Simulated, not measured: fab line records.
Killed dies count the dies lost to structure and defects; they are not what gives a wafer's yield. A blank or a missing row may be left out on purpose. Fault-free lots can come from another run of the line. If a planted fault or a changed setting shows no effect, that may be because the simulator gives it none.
Matching of chambers :: flow nand-harc :: NHARC_A_CHANNEL_FILL_D1_ALD_16 on ald-hk-04 has 4 sister chambers
The step deposits SiO2, target thk 1.5 nm, pulse time 10 s, ald cycles 15. 27 wafers are shown with their chamber, then 12 later ones without.

## EACH WAFER AND ITS CHAMBER
wafer: L074.1
chamber: 3
heater-power-w (W): 485
precursor-pulse-height-rel: 1.001

wafer: L074.2
chamber: 0
heater-power-w (W): 521
precursor-pulse-height-rel: 1.000

wafer: L074.4
chamber: 1
heater-power-w (W): 550
precursor-pulse-height-rel: 0.997

wafer: L075.1
chamber: 2
heater-power-w (W): 527
precursor-pulse-height-rel: 1.034

wafer: L075.3
chamber: 1
heater-power-w (W): 552
precursor-pulse-height-rel: 0.988

wafer: L075.4
chamber: 0
heater-power-w (W): 525
precursor-pulse-height-rel: 0.981

wafer: L076.2
chamber: 1
heater-power-w (W): 546
precursor-pulse-height-rel: 0.975

wafer: L076.3
chamber: 0
heater-power-w (W): 531
precursor-pulse-height-rel: 1.030

wafer: L076.4
chamber: 2
heater-power-w (W): 523
precursor-pulse-height-rel: 1.009

wafer: L078.2
chamber: 0
heater-power-w (W): 532
precursor-pulse-height-rel: 0.994

wafer: L078.3
chamber: 1
heater-power-w (W): 544
precursor-pulse-height-rel: 1.011

wafer: L078.4
chamber: 3
heater-power-w (W): 483
precursor-pulse-height-rel: 1.022

wafer: L082.1
chamber: 2
heater-power-w (W): 546
precursor-pulse-height-rel: 0.999

wafer: L082.2
chamber: 3
heater-power-w (W): 478
precursor-pulse-height-rel: 1.019

wafer: L082.3
chamber: 1
heater-power-w (W): 536
precursor-pulse-height-rel: 0.985

wafer: L082.4
chamber: 0
heater-power-w (W): 530
precursor-pulse-height-rel: 0.987

wafer: L082.5
chamber: 2
heater-power-w (W): 540
precursor-pulse-height-rel: 0.996

wafer: L082.6
chamber: 3
heater-power-w (W): 472
precursor-pulse-height-rel: 1.009

wafer: L085.1
chamber: 3
heater-power-w (W): 473
precursor-pulse-height-rel: 1.034

wafer: L085.3
chamber: 1
heater-power-w (W): 540
precursor-pulse-height-rel: 1.029

wafer: L085.6
chamber: 0
heater-power-w (W): 525
precursor-pulse-height-rel: 1.013

wafer: L087.2
chamber: 2
heater-power-w (W): 548
precursor-pulse-height-rel: 0.969

wafer: L087.3
chamber: 3
heater-power-w (W): 479
precursor-pulse-height-rel: 0.999

wafer: L087.6
chamber: 1
heater-power-w (W): 536
precursor-pulse-height-rel: 1.001

wafer: L091.2
chamber: 0
heater-power-w (W): 515
precursor-pulse-height-rel: 1.038

wafer: L091.3
chamber: 1
heater-power-w (W): 534
precursor-pulse-height-rel: 1.003

wafer: L091.6
chamber: 1
heater-power-w (W): 549
precursor-pulse-height-rel: 1.018

SIGNATURES (means of the wafers above)
reading: heater-power-w
chamber 0: 525.57
chamber 1: 543.00
chamber 2: 536.80
chamber 3: 478.33
scatter within a chamber: 7.31

reading: precursor-pulse-height-rel
chamber 0: 1.00614
chamber 1: 1.00078
chamber 2: 1.00140
chamber 3: 1.01400
scatter within a chamber: 0.0189
Rule: for each reading, subtract the chamber's mean from the wafer's reading, divide by that reading's scatter and square the result; add these up over the readings and take the root, which gives the wafer's distance from the chamber. If the next closest chamber is less than 2 further off than the closest, the wafer can't be placed; otherwise it belongs to the closest. The scatter is the square root of a quotient: the sum, over the shown wafers, of each reading's squared deviation from its chamber's mean, divided by wafers minus chambers.

## WAFERS WITHOUT THEIR CHAMBER
wafer: L093.2
heater-power-w (W): 551
precursor-pulse-height-rel: 1.032

wafer: L093.3
heater-power-w (W): 494
precursor-pulse-height-rel: 1.004

wafer: L093.5
heater-power-w (W): 541
precursor-pulse-height-rel: 1.004

wafer: L095.3
heater-power-w (W): 475
precursor-pulse-height-rel: 0.999

wafer: L095.5
heater-power-w (W): 551
precursor-pulse-height-rel: 1.020

wafer: L095.6
heater-power-w (W): 552
precursor-pulse-height-rel: 0.977

wafer: L096.1
heater-power-w (W): 542
precursor-pulse-height-rel: 1.031

wafer: L096.3
heater-power-w (W): 520
precursor-pulse-height-rel: 1.009

wafer: L096.5
heater-power-w (W): 552
precursor-pulse-height-rel: 1.017

wafer: L097.2
heater-power-w (W): 529
precursor-pulse-height-rel: 1.001

wafer: L097.3
heater-power-w (W): 517
precursor-pulse-height-rel: 1.003

wafer: L097.4
heater-power-w (W): 485
precursor-pulse-height-rel: 1.014

## WHICH CHAMBER EACH ONE RAN IN
wafer: L093.2
from the rows above: can't be placed: 1 or 2 or 0
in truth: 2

wafer: L093.3
from the rows above: 3
in truth: 3

wafer: L093.5
from the rows above: can't be placed: 1 or 2 or 0
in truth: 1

wafer: L095.3
from the rows above: 3
in truth: 3

wafer: L095.5
from the rows above: can't be placed: 1 or 2
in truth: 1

wafer: L095.6
from the rows above: can't be placed: 1 or 2
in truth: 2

wafer: L096.1
from the rows above: can't be placed: 1 or 2 or 0
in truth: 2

wafer: L096.3
from the rows above: can't be placed: 0 or 2
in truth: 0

wafer: L096.5
from the rows above: can't be placed: 1 or 2
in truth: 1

wafer: L097.2
from the rows above: can't be placed: 0 or 2 or 1
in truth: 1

wafer: L097.3
from the rows above: can't be placed: 0 or 2
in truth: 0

wafer: L097.4
from the rows above: 3
in truth: 3
Correct placement for 3 of the 12. These rows do not allow placing 9 (true chamber among the candidates in 9). Placed wrongly: 0.
